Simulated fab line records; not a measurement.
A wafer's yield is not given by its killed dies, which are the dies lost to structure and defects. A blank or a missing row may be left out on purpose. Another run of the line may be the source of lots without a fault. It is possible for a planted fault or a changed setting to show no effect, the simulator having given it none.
Matching of chambers	flow n5Finfet	3 sister chambers for N5_BEOL_M8_ILD_DEP_00 on pecvd-03
The step deposits SiCOH lowk from DEMS/porogen, target thk 179.75 nm, time 33.4 s. 14 wafers are shown with their chamber, then 7 later ones without.

== EACH WAFER AND ITS CHAMBER ==
wafer	chamber	throttleValvePct (%)	heaterPowerW (W)	showerheadPlenumPTorr (Torr)
L074.3	1	14.9	242	5.738
L074.4	0	13.5	317	5.734
L074.5	1	14.8	254	5.737
L075.2	2	13.8	256	5.779
L075.5	1	14.8	255	5.738
L075.6	0	13.2	320	5.740
L077.3	2	14.1	258	5.773
L077.5	1	14.9	278	5.741
L077.6	2	14.0	265	5.761
L082.2	1	14.7	251	5.707
L082.3	2	13.8	283	5.749
L082.6	1	14.7	259	5.725
L083.2	2	14.1	262	5.771
L083.5	1	14.7	282	5.726

SIGNATURES (averages over the wafers above)
reading	chamber 0	chamber 1	chamber 2	scatter within a chamber
throttleValvePct	13.350	14.786	13.960	0.13
heaterPowerW	318.50	260.14	264.80	12.6
showerheadPlenumPTorr	5.73700	5.73029	5.76660	0.0114
Rule: for a wafer and a chamber, the distance is found by dividing, reading by reading, the gap between the wafer's reading and the chamber's mean by the reading's scatter, squaring, summing and taking the root. If the next closest chamber is less than 2 further off than the closest, the wafer can't be placed; otherwise it belongs to the closest. How the scatter is found: for the shown wafers, subtract from each reading the mean of its chamber, square and add these, divide the total by (wafers less chambers), then take the root.

== WAFERS MISSING THEIR CHAMBER ==
wafer	throttleValvePct (%)	heaterPowerW (W)	showerheadPlenumPTorr (Torr)
L083.6	14.1	275	5.751
L084.1	15.0	256	5.721
L084.3	13.1	323	5.741
L084.4	13.1	261	5.741
L094.2	13.3	337	5.727
L094.3	14.4	272	5.755
L094.5	13.2	265	5.731

== EACH ONE'S CHAMBER ==
wafer	from the rows above	in truth
L083.6	2	2
L084.1	1	1
L084.3	0	0
L084.4	0	0
L094.2	0	0
L094.3	can't be placed: 2 or 1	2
L094.5	0	0
Correctly placed: 6 of 7. Unplaceable from these rows: 1, with the true chamber sitting among the candidates in 1. Number placed wrongly: 0.
